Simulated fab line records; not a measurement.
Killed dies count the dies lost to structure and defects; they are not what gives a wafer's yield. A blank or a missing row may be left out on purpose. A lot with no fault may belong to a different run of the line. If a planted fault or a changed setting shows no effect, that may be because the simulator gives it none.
Which tool is to blame?    flow nand harc    33 wafers from 11 lots sampled at 5 of the route's 1302 steps

## WHAT EACH GAUGE READ, for each wafer
NHARC_END_SORT_01.
lot   measured      on         killed at array
L917  day 28 02:14  prober-02  56 62 29

## EACH LOT AND THE TOOL THAT RAN IT (in order: tool; ch and the chambers of the sampled wafers; start)
lot   NHARC_A_CHANNEL_HOLE_D2_ETCH_23   NHARC_A_CHANNEL_FILL_D2_ETCHBACK_19  NHARC_A_CHANNEL_FILL_D2_ANNEAL_22  NHARC_A_CHANNEL_FILL_D2_ALD_25
L910  har etch-02 ch 0, day 13 22:24    rie si-01 ch 0,3, day 15 03:55       furnace-04 ch 0, day 15 11:37      ald hk-04 ch 0,1, day 15 16:22
L913  har etch-02 ch 0,1, day 15 05:58  rie si-05 ch 1,3, day 16 11:59       furnace-06 ch 0, day 16 20:01      ald hk-03 ch 0,1,2, day 17 01:17
L912  har etch-01 ch 0,1, day 15 07:39  rie si-04 ch 2,3, day 16 11:59       furnace-06 ch 0, day 16 20:01      ald hk-04 ch 2,3, day 17 00:41
L915  har etch-01 ch 0, day 16 08:09    rie si-04 ch 2,3, day 17 17:50       furnace-06 ch 0, day 18 01:55      ald hk-04 ch 0,2, day 18 06:04
L917  har etch-01 ch 0,1, day 17 07:52  rie si-05 ch 0,1,3, day 18 13:20     furnace-06 ch 0, day 18 21:26      ald hk-03 ch 2,3, day 19 02:08
L922  har etch-01 ch 0,1, day 19 10:04  rie si-05 ch 0,1,3, day 20 15:17     furnace-07 ch 0, day 20 23:16      ald hk-03 ch 1,2, day 21 03:51
L923  har etch-02 ch 0,1, day 19 11:37  rie si-04 ch 0,2,3, day 20 15:19     furnace-07 ch 0, day 20 23:16      ald hk-04 ch 0,3, day 21 03:31
L925  har etch-01 ch 0,1, day 20 15:05  rie si-05 ch 0,2, day 21 20:22       furnace-04 ch 0, day 22 04:25      ald hk-03 ch 0,3, day 22 08:29
L926  har etch-02 ch 0, day 21 04:31    rie si-04 ch 0,3, day 22 08:34       furnace-04 ch 0, day 22 17:05      ald hk-01 ch 0,2,3, day 22 22:17
L930  har etch-02 ch 0,1, day 22 16:36  rie si-04 ch 0,1,3, day 24 00:12     furnace-04 ch 0, day 24 09:51      ald hk-04 ch 0,2,3, day 24 13:55
L931  har etch-02 ch 0,1, day 22 21:29  rie si-05 ch 1,2,3, day 24 00:13     furnace-04 ch 0, day 24 09:51      ald hk-03 ch 0,1, day 24 16:18
- NHARC_A_CHANNEL_HOLE_D2_ETCH_23: etches the open film in C4F8/O2/Ar, time 819 s, target depth 1600 nm.
- NHARC_A_CHANNEL_FILL_D2_ETCHBACK_19: etches the open film in HBr/Cl2, target depth 5 nm, time 1.7 s.
- NHARC_A_CHANNEL_FILL_D2_ANNEAL_22: time 7200 s.
- NHARC_A_CHANNEL_FILL_D2_ALD_25: deposits SiOx, target thk 60 nm, pulse time 10 s, ald cycles 600.

## THE ANSWER, worked out from the rows above alone
Rule: what is usual is taken from the lots themselves. Put in order of their means at a reading, lots are off if they are a third of the lots or fewer, leave a main group of 4 or more, and stand apart from it by a gap of 3 or more times the standard deviation of the main group's means; of several such gaps the widest counts. A main group whose means are all the same, to the digits that the tables above print for the reading, isn't used. Also off: a lot with no number at a reading for which 4 or more lots have one. All remaining lots with rows at the step are treated as sound.
No lot is off on any of the readings shown, so nothing can be concluded from this.

## WHAT THE SIMULATOR HAD INSERTED
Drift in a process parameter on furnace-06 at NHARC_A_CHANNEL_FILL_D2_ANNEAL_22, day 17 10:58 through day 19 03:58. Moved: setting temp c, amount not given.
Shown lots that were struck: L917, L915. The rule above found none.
